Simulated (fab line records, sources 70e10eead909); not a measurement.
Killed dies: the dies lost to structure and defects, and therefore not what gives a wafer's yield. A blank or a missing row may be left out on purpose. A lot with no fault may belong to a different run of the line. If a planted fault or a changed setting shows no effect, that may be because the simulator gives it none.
Chamber matching ; flow nandHarc ; NHARC_A_STAIRCASE_ALD_415 on aldHk-04: 4 sister chambers
The step deposits SiO2, target thk 30 nm, pulse time 6 s, ald cycles 300. 14 wafers are shown with their chamber, then 7 later ones without.

== WAFERS WITH THEIR CHAMBER ==
wafer;chamber;heaterPowerW (W);precursorPulseHeightRel;susceptorTempC (C)
L075.1;3;505;0.974;299.90
L075.2;2;569;0.990;300.17
L075.6;0;494;1.020;300.19
L076.3;3;503;0.976;300.30
L076.4;2;550;1.023;299.82
L076.5;0;507;1.013;299.98
L078.2;3;500;0.987;299.91
L078.5;3;497;1.042;300.06
L078.6;2;539;0.965;300.32
L082.1;1;468;0.980;300.13
L082.4;0;504;0.999;300.07
L082.5;3;484;1.006;300.14
L086.2;1;488;0.948;300.10
L086.4;0;497;0.951;299.91

SIGNATURES (means of the wafers above)
reading;chamber 0;chamber 1;chamber 2;chamber 3;scatter within a chamber
heaterPowerW;500.50;478.00;552.67;497.80;10.2
precursorPulseHeightRel;0.99575;0.96400;0.99267;0.99700;0.0288
susceptorTempC;300.0375;300.1150;300.1033;300.0620;0.17
Rule: distance of a wafer from a chamber = root of the sum over the readings of ((wafer's reading minus chamber's mean) / reading's scatter) squared. The wafer belongs to the nearest chamber; if the next one is less than 2 further off, it can't be placed. The scatter: take each reading less its chamber's mean, square it, sum over the shown wafers, divide by the number of wafers less the number of chambers, and take the root.

== WAFERS WITH NO CHAMBER GIVEN ==
wafer;heaterPowerW (W);precursorPulseHeightRel;susceptorTempC (C)
L086.5;527;1.038;300.00
L093.2;468;1.003;299.97
L093.5;549;0.998;299.63
L093.6;478;0.988;299.74
L094.2;479;0.997;299.85
L094.3;539;1.023;300.06
L094.5;560;0.983;299.45

== CHAMBER TAKEN BY EACH ==
wafer;from the rows above;in truth
L086.5;can't be placed: 0 or 2 or 3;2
L093.2;can't be placed: 1 or 3 or 0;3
L093.5;2;2
L093.6;can't be placed: 1 or 3 or 0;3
L094.2;can't be placed: 1 or 3 or 0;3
L094.3;2;2
L094.5;2;2
Correctly placed: 3 of 7. These rows do not allow placing 4 (true chamber among the candidates in 4). 0 placed wrongly.
